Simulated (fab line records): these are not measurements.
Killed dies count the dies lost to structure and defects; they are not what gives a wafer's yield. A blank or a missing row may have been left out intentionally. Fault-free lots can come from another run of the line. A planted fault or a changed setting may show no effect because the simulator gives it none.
Chamber matching    flow n5Finfet    N5_BEOL_M8_DEP_56 on pecvd-03: 3 sister chambers
The step deposits SiCN from 3MS/NH3, target thk 10 nm, time 17.5 s. 3 wafers are shown with their chamber, then 7 later ones without.

== WAFERS WITH THEIR CHAMBER ==
wafer   chamber  throttleValvePct (%)
L089.6  2        8.1
L087.2  0        8.7
L087.3  1        9.6

== WAFERS WITH NO CHAMBER GIVEN ==
wafer   throttleValvePct (%)
L087.5  8.9
L092.1  9.1
L092.4  8.2
L092.6  9.6
L096.2  9.6
L096.3  8.9
L096.4  9.7

== THE CHAMBER EACH PASSED THROUGH ==
wafer   from the rows above      in truth
L087.5  0                        0
L092.1  can't be placed: 0 or 1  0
L092.4  2                        2
L092.6  1                        1
L096.2  1                        1
L096.3  0                        0
L096.4  1                        1
Correct placement for 6 of the 7. Cannot be placed on the basis of these rows: 1; the candidates contain the true chamber in 1. Placed wrongly: 0.
How it was worked out, from the rows above alone: a wafer's distance from a chamber is the root of the sum, over the readings, of the square of ((its reading less the chamber's mean) divided by the reading's scatter). If the next closest chamber is less than 2 further off than the closest, the wafer can't be placed; otherwise it belongs to the closest. The mean given for a chamber averages the wafers shown for that chamber. The scatter: with one shown wafer a chamber, the root of the mean of the squares of how far each hidden wafer lies from its nearest shown one.
